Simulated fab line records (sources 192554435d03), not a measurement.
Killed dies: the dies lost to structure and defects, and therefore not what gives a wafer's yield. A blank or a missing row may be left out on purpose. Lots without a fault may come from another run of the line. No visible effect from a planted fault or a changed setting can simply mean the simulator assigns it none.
A struck lot beside a sound one | flow n5Finfet | 25 steps out of a route of 1938
Sound: these wafers, L199.4, L199.5, L199.6. Wafers L195.2, L195.3, L195.6 were the ones struck. The cause is named last.
For every step that has rows: the tool of each side, followed by ch and its chambers, followed by its first start. Under that, the readings that differ: sound wafers | struck wafers | difference of the means | sigmas: that difference in standard deviations of wafers without a fault.
alike: a reading whose means differ by less than 2 such deviations, as well as words and numbers matching on both sides. not compared: withheld readings; readings where some wafer has no value; bounds like >300 that might hide an equal value; numbers whose values overlap and for which the record gives no deviation.
A row with sigmas, a row that says differs or no value, or rows on one side alone: a step with any of these is where the two part. When numbers do not overlap yet have no deviation, they are printed without sigmas and do not part them. A reading missing from all wafers of one side parts the sides only when that side holds two or more wafers.

N5_BEOL_M6_THK_MEAS_53: measures by xrf.
  sound on filmMetro-02, day 12 19:26; struck on filmMetro-02, day 12 14:59
  alike: M6_THK
then, 2 steps without rows for these wafers: N5_BEOL_M6_PRE_CLEAN_55 (time 15 s); N5_BEOL_M6_DEP_56 (deposits SiCN from 3MS/NH3, target thk 10 nm, time 17.5 s).
N5_BEOL_M6_RS_MEAS_57: a four-point-probe measurement.
  sound on filmMetro-01, day 12 19:34; struck on filmMetro-01, day 12 15:07
  alike: M6_RS
N5_BEOL_M6_INSPECT_58: inspects for defects (darkfield).
  sound on defectInspect-01, day 12 19:35; struck on defectInspect-01, day 12 15:08
  alike: rawDefectCount
then, 1 step without rows for these wafers: N5_BEOL_M7_ILD_DEP_00 (deposits SiCOH lowk from DEMS/porogen, target thk 179.75 nm, time 33.4 s).
N5_BEOL_M7_CURE_74: cures SiCOH lowk, time 240 s.
  sound on uvCure-01 ch 0, day 12 19:56; struck on uvCure-01 ch 2, day 12 15:19
reading          | sound             | struck            | difference | sigmas
wafer_temp_C_max | 386.3 387.1 385.8 | 387.6 387.9 388.1 | +1.5       | +3
  alike: lampPowerPct
N5_BEOL_M7_THK_MEAS_01:
  sound on filmMetro-02, day 12 20:13; struck on filmMetro-02, day 12 15:46
  alike: M7_ILD_THK
N5_BEOL_M7_PECVD_70: deposits SiO2 from TEOS/O2, target thk 20 nm, time 22.7 s.
  sound on pecvd-02 ch 0,1,2, day 12 20:16; struck on pecvd-04 ch 1,2, day 12 15:47
  alike: heaterPowerW, showerheadPlenumPTorr, throttleValvePct
N5_BEOL_M7_HM_DEP_02: deposits TiN, target thk 20 nm.
  sound on pvdSputter-01, day 12 21:11; struck on pvdSputter-02, day 12 15:55
  alike: throttleValvePct
then, 2 steps without rows for these wafers: N5_BEOL_M7_COAT_59 (time 60 s, resist thk 100 nm); N5_BEOL_M7_COAT_60 (time 60 s, resist thk 35 nm).
N5_BEOL_M7_COAT_05: resist thk 90 nm.
  sound on lithoTrack-05 ch 0, day 12 21:19; struck on lithoTrack-02 ch 0, day 12 16:03
reading                                     | sound                | struck               | difference | sigmas
spinSpeedRpm (rpm)                          | 1499.6 1500.6 1499.5 | 1404.6 1404.8 1405.5 | -94.9      | -99 or more
model.CAR-ArF_of_BEOL_M7_COAT_05.thkNm (nm) | 90.2 90.2 90.4       | 93 93.2 93           | +3         | 
then, 5 steps without rows for these wafers: N5_BEOL_M7_EBR_07; N5_BEOL_M7_SOFTBAKE_06 (time 60 s); N5_BEOL_M7_EXPOSE_08 (exposes mask M7); N5_BEOL_M7_PEB_09 (peb time 60 s); N5_BEOL_M7_DEVELOP_10 (develop time 30 s).
N5_BEOL_M7_CD_MEAS_11: the cd target is 38.5 nm.
  sound on cdSem-01 ch 0, day 12 21:41; struck on cdSem-03 ch 0, day 12 16:25
  alike: cdNm
N5_BEOL_M7_OVL_MEAS_12:
  sound on overlay-02 ch 0, day 12 21:43; struck on overlay-01 ch 0, day 12 16:27
  alike: M7_OVL
N5_BEOL_M7_INSPECT_13: inspects for defects (brightfield).
  sound on defectInspect-02, day 12 21:44; struck on defectInspect-01, day 12 16:28
  alike: rawDefectCount
N5_BEOL_M7_DESCUM_16: chemistry O2, time 7.9 s.
  sound on rieDiel-05 ch 0,1,2, day 12 21:47; struck on rieDiel-01 ch 0,2, day 12 16:32
  alike: drypumpMotorCurrentA, oesProductAu, rfVppV, showerheadPlenumPTorr, throttleValvePct
  not compared: rfHoursCounterH
N5_BEOL_M7_ETCH_61: etches SiARC in CF4, target depth 45.5 nm, time 75.8 s.
  sound on rieDiel-05 ch 0,1,2, day 12 21:50; struck on rieDiel-01 ch 0,2, day 12 16:34
reading                                     | sound    | struck         | difference | sigmas
model.CAR-ArF_of_BEOL_M7_COAT_05.thkNm (nm) | 51 51 51 | 53.8 53.8 53.8 | +2.8       | 
  alike: drypumpMotorCurrentA, etchRfOnTimeS, oesProductAu, rfVppV, showerheadPlenumPTorr, throttleValvePct
  not compared: rfHoursCounterH
N5_BEOL_M7_ETCH_62: etches SOC in N2/H2, target depth 110 nm, overetch 22 nm, time 165 s.
  sound on rieDiel-05 ch 0,1,2, day 12 21:55; struck on rieDiel-01 ch 0,2, day 12 16:37
  alike: drypumpMotorCurrentA, oesProductAu, rfVppV, showerheadPlenumPTorr, throttleValvePct
  not compared: rfHoursCounterH
-- here the record skips 4 days between the struck wafers' starts before and after, leaving off in module BEOL_M7 and picking up in module PASSIVATION (first step shown: number 1936 of the route) --
N5_PASSIVATION_PROBE_49:
  only the struck wafers here have rows in the record (prober-02, day 16 10:05); the sound ones have none

WHERE THEY PART
Last at N5_PASSIVATION_PROBE_49 as far as this record goes, first at N5_BEOL_M7_CURE_74.

WHY: the cause the simulator had injected
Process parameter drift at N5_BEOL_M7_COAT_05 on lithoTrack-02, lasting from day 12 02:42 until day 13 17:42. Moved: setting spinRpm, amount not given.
